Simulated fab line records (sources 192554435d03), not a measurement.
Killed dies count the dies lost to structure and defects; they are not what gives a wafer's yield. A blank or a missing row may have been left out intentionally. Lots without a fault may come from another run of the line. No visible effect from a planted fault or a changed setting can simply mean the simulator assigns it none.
Split-lot study -- flow n5 finfet -- 21 wafers read across 7 lots, on a route 1938 steps long

## THE SPLIT
At N5_BEOL_M10_TRENCH_ETCH_37 (etches SiCOH lowk in C4F6/O2, target depth 148.83 nm, time 48 s), the setting time s was moved away from the recipe's 48 s on 7 of the 21 wafers read, by -20.7% to +21.4%. For the rest of the wafers, this setting stayed at what the recipe calls for.

## FROM THE SPLIT TO THE READING: what the file shows between them, 11 steps
- N5_BEOL_M10_ETCH_41: etches SiCN in CH3F/O2, target depth 42.6 nm, time 86 s
- N5_BEOL_M10_STRIP_77: strips in N2/H2, time 10 s
- N5_BEOL_M10_OCD_MEAS_38
- N5_BEOL_M10_HM_STRIP_39: strips TiN in peroxide tin strip, target depth 25 nm, time 158 s
- N5_BEOL_M10_SRD_40: time 30 s
- N5_BEOL_M10_ECD_50: material Cu, target thk 318 nm
- N5_BEOL_M10_ANNEAL_51: time 90 s
- N5_BEOL_M10_CMP_52: polishes, stops on SiCOH lowk, t overpolish 7 s, target thk 140 nm
- N5_BEOL_M10_THK_MEAS_53: measures by xrf
- N5_BEOL_M10_PRE_CLEAN_55: time 15 s
- N5_BEOL_M10_DEP_56: deposits SiCN from 3MS/NH3, target thk 15 nm, time 26.5 s

## THE READING
M10_RS in ohm/sq, measured at N5_BEOL_M10_RS_MEAS_57 by four-point-probe. Fault-free wafers of this fab line usually give 0.153 ohm/sq, standard deviation 0.0044 ohm/sq.

wafer,"tool, chamber at the split","time s as run, s",against the recipe,"M10_RS, ohm/sq",against lot-mates on the recipe
L074.1,"rie diel-01, 3",53.03,+10.5%,0.137,-0.017
L074.4,"rie diel-01, 2",48,recipe,0.154,-
L074.5,"rie diel-01, 0",53.03,+10.5%,0.131,-0.023
L077.1,"rie diel-02, 0",58.27,+21.4%,0.119,-0.037
L077.3,"rie diel-02, 1",48,recipe,0.156,-
L077.4,"rie diel-02, 2",58.27,+21.4%,0.123,-0.033
L079.1,"rie diel-01, 1",48,recipe,0.144,-
L079.2,"rie diel-01, 2",48,recipe,0.151,-
L079.3,"rie diel-01, 0",48,recipe,0.148,-
L084.1,"rie diel-05, 0",48,recipe,0.163,-
L084.3,"rie diel-05, 1",48,recipe,0.165,-
L084.6,"rie diel-05, 2",48,recipe,0.150,-
L085.2,"rie diel-02, 2",48,recipe,0.159,-
L085.4,"rie diel-02, 3",38.07,-20.7%,0.194,+0.039
L085.5,"rie diel-02, 1",48,recipe,0.152,-
L088.1,"rie diel-02, 2",48,recipe,0.156,-
L088.4,"rie diel-02, 1",48,recipe,0.157,-
L088.5,"rie diel-02, 0",44.81,-6.6%,0.166,+0.010
L096.1,"rie diel-05, 0",48,recipe,0.160,-
L096.3,"rie diel-05, 3",48,recipe,0.159,-
L096.6,"rie diel-05, 2",44.11,-8.1%,0.165,+0.006

THE FIT
A straight line over all 21 wafers: M10_RS changes by -0.00171 ohm/sq for each +1% of time s; r = -0.95; the points scatter about the line by 0.0053 ohm/sq.
The same after taking each lot's own level away (the mean of its wafers on the recipe; 21 wafers): -0.00168 ohm/sq for each +1%; r = -0.97; scatter 0.004 ohm/sq.
According to that fit, moving time s by its largest amount changes the reading by 0.036 ohm/sq.
The lots' own levels span 0.1477 to 0.1595 ohm/sq, that is 2.7 times the standard deviation above.
So the lot-to-lot level changes the slope little: the two slopes agree.
Check: -0.0361 ohm/sq against its lot-mates is what the line predicts for one of the wafers moved furthest among these (+21.4%) when that wafer is left out of the fit. It came out at -0.037 ohm/sq against them.

## ADDITIONAL SPLITS CARRIED BY THESE WAFERS
Other splits were also applied to these wafers ahead of the reading. Each is held against what the fit with the lots' levels taken away leaves over:
other split on the same wafers,wafers away from the commonest value,r with M10_RS (lot level and that fit taken away)
N5_BEOL_M8_DEVELOP_10 develop time s,5,-0.45
N5_BEOL_M9_ETCH_61 source w,11,+0.16
N5_BEOL_M9_ETCH_62 time s,5,+0.03
N5_BEOL_M10_PEB_26 peb time s,6,+0.40

## THE WHOLE CHAIN: every reading that the file lists as answering this split, in the file's order
step,what it does,reading,change (the file's fit),r (the file's)
N5_BEOL_M10_TRENCH_ETCH_37,"etches SiCOH lowk in C4F6/O2, target depth 148.83 nm, time 48 s","BEOL_M10.feature depth nm (the simulator's own value, which no gauge read)",+1.39 nm for each +1% of the setting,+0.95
N5_BEOL_M10_TRENCH_ETCH_37,"etches SiCOH lowk in C4F6/O2, target depth 148.83 nm, time 48 s","etch.depth nm (the simulator's own value, which no gauge read)",+1.39 nm for each +1% of the setting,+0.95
N5_BEOL_M10_OCD_MEAS_38,,trench depth nm,+1.37 nm for each +1% of the setting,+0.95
N5_BEOL_M10_CMP_52,"polishes, stops on SiCOH lowk, t overpolish 7 s, target thk 140 nm","Cu_of_BEOL_M10_ECD_50.thk nm (the simulator's own value, which no gauge read)",+1.4 nm for each +1% of the setting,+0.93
N5_BEOL_M10_THK_MEAS_53,measures by xrf,M10_THK,+1.39 for each +1% of the setting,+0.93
N5_BEOL_M10_RS_MEAS_57,measures by four-point-probe,M10_RS,-0.00169 for each +1% of the setting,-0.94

## THE FILE'S OWN FIT
M10_RS changes by -0.00169 ohm/sq for each +1% of time s, r = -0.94.
